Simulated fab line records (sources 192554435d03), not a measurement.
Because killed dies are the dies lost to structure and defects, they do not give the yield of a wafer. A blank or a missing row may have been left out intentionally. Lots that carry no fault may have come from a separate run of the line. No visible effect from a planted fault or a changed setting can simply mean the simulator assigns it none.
Matching of chambers ; flow n5_finfet ; N5_ILD0_ALD_15 on ald_sin-02 has 4 sister chambers
The step deposits SiNx, target thk 24 nm, pulse time 1 s, ald cycles 480. 8 wafers are shown with their chamber, then 9 later ones without.

== EACH WAFER AND ITS CHAMBER ==
wafer;chamber;heater_power_w (W);precursor_pulse_height_rel
L078.3;3;966;0.996
L078.4;1;726;1.009
L078.6;0;842;0.979
L079.2;1;715;1.031
L079.4;0;847;0.978
L080.1;2;755;1.023
L080.3;3;959;0.987
L080.5;2;739;1.022

== WAFERS WITHOUT THEIR CHAMBER ==
wafer;heater_power_w (W);precursor_pulse_height_rel
L085.1;760;1.019
L085.4;826;1.006
L085.6;747;0.979
L086.1;857;1.014
L086.4;990;1.021
L086.5;722;1.030
L092.1;971;0.994
L092.2;727;1.013
L092.3;754;0.990

== WHICH CHAMBER EACH WENT THROUGH ==
wafer;from the rows above;in truth
L085.1;2;2
L085.4;0;0
L085.6;can't be placed: 2 or 1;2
L086.1;0;0
L086.4;3;3
L086.5;1;1
L092.1;3;3
L092.2;can't be placed: 1 or 2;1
L092.3;can't be placed: 2 or 1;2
Correctly placed: 6 of 9. These rows do not allow placing 3 (true chamber among the candidates in 3). Number placed wrongly: 0.
How it was worked out, from the rows above alone: a wafer's distance from a chamber is the root of the sum, over the readings, of the square of ((its reading less the chamber's mean) divided by the reading's scatter). If the next closest chamber is less than 2 further off than the closest, the wafer can't be placed; otherwise it belongs to the closest. A chamber's mean is the mean of its shown wafers. The scatter is the square root of a quotient: the sum, over the shown wafers, of each reading's squared deviation from its chamber's mean, divided by wafers minus chambers.
